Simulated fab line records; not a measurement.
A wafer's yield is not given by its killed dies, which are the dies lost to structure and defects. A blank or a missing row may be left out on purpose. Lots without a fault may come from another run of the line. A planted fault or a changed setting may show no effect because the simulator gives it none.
Matching of chambers / flow nand_harc / NHARC_A_STAIRCASE_DEP_156 on pecvd-02: 3 sister chambers
The step deposits SiNx, target thk 50 nm. 6 wafers are shown with their chamber, then 7 later ones without.

## WAFERS PAIRED WITH THEIR CHAMBERS
wafer=L080.4; chamber=0; heater_power_w (W)=794
wafer=L080.5; chamber=1; heater_power_w (W)=679
wafer=L083.3; chamber=1; heater_power_w (W)=644
wafer=L083.4; chamber=0; heater_power_w (W)=744
wafer=L085.3; chamber=2; heater_power_w (W)=762
wafer=L085.5; chamber=2; heater_power_w (W)=736

## WAFERS MISSING THEIR CHAMBER
wafer=L085.6; heater_power_w (W)=721
wafer=L088.2; heater_power_w (W)=674
wafer=L088.5; heater_power_w (W)=666
wafer=L088.6; heater_power_w (W)=726
wafer=L097.3; heater_power_w (W)=652
wafer=L097.4; heater_power_w (W)=657
wafer=L097.5; heater_power_w (W)=782

## WHICH CHAMBER EACH ONE RAN IN
wafer=L085.6; from the rows above=can't be placed: 2 or 0 or 1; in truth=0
wafer=L088.2; from the rows above=1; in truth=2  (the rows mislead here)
wafer=L088.5; from the rows above=1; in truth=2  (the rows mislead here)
wafer=L088.6; from the rows above=can't be placed: 2 or 0 or 1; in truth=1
wafer=L097.3; from the rows above=1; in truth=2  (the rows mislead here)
wafer=L097.4; from the rows above=1; in truth=1
wafer=L097.5; from the rows above=can't be placed: 0 or 2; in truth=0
Correct placement for 1 of the 7. Can't be placed from these rows: 3 (the true chamber is among the candidates in 3). Wrongly placed: 3.
How it was worked out, from the rows above alone: a wafer's distance from a chamber is the root of the sum, over the readings, of the square of ((its reading less the chamber's mean) divided by the reading's scatter). The wafer belongs to the nearest chamber; if the next one is less than 2 further off, it can't be placed. For every chamber, the mean is computed from those of its wafers that are shown. The scatter: take each reading less its chamber's mean, square it, sum over the shown wafers, divide by the number of wafers less the number of chambers, and take the root.
